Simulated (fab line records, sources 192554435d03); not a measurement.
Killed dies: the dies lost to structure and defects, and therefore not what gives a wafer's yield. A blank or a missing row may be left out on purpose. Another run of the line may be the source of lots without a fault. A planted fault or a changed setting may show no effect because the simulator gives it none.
Matching of chambers | flow n5-finfet | rie-diel-06 running N5_BEOL_M14_TRENCH_ETCH_34: 4 sister chambers
The step etches SiO2 in C4F8/O2/Ar, target depth 556.65 nm, time 126.9 s. 14 wafers are shown with their chamber, then 7 later ones without.

WAFERS WITH THEIR CHAMBER
wafer  | chamber | rf-vpp-V (V) | showerhead-plenum-p-Torr (Torr) | throttle-valve-pct (%)
L075.3 | 2       | 2191         | 3.27                            | 30.89
L075.4 | 3       | 2245         | 3.61                            | 30.88
L075.6 | 3       | 2246         | 3.61                            | 30.89
L077.1 | 1       | 2211         | 3.49                            | 31.01
L077.3 | 0       | 2216         | 3.62                            | 30.53
L077.4 | 2       | 2191         | 3.27                            | 30.91
L083.3 | 1       | 2210         | 3.48                            | 31.05
L083.5 | 1       | 2210         | 3.48                            | 31.05
L083.6 | 2       | 2190         | 3.26                            | 30.92
L087.2 | 0       | 2215         | 3.61                            | 30.58
L087.3 | 1       | 2210         | 3.47                            | 31.06
L087.4 | 3       | 2245         | 3.59                            | 30.92
L093.1 | 3       | 2244         | 3.58                            | 30.92
L093.2 | 0       | 2213         | 3.60                            | 30.59

SIGNATURES (averages over the wafers above)
reading                  | chamber 0 | chamber 1 | chamber 2 | chamber 3 | scatter within a chamber
rf-vpp-V                 | 2214.67   | 2210.25   | 2190.67   | 2245.00   | 0.899
showerhead-plenum-p-Torr | 3.6100    | 3.4800    | 3.2667    | 3.5975    | 0.0107
throttle-valve-pct       | 30.5667   | 31.0425   | 30.9067   | 30.9025   | 0.023
Rule: distance of a wafer from a chamber = root of the sum over the readings of ((wafer's reading minus chamber's mean) / reading's scatter) squared. If the next closest chamber is less than 2 further off than the closest, the wafer can't be placed; otherwise it belongs to the closest. How the scatter is found: for the shown wafers, subtract from each reading the mean of its chamber, square and add these, divide the total by (wafers less chambers), then take the root.

WAFERS WHOSE CHAMBER IS MISSING
wafer  | rf-vpp-V (V) | showerhead-plenum-p-Torr (Torr) | throttle-valve-pct (%)
L093.3 | 2210         | 3.47                            | 31.08
L092.1 | 2214         | 3.60                            | 30.60
L092.2 | 2210         | 3.46                            | 31.09
L092.3 | 2189         | 3.25                            | 30.94
L096.2 | 2243         | 3.58                            | 30.91
L096.3 | 2209         | 3.46                            | 31.07
L096.4 | 2188         | 3.24                            | 30.94

THE CHAMBER EACH PASSED THROUGH
wafer  | from the rows above | in truth
L093.3 | 1                   | 1
L092.1 | 0                   | 0
L092.2 | 1                   | 1
L092.3 | 2                   | 2
L096.2 | 3                   | 3
L096.3 | 1                   | 1
L096.4 | 2                   | 2
Correctly placed: 7 of 7. Can't be placed from these rows: 0. Wrongly placed: 0.
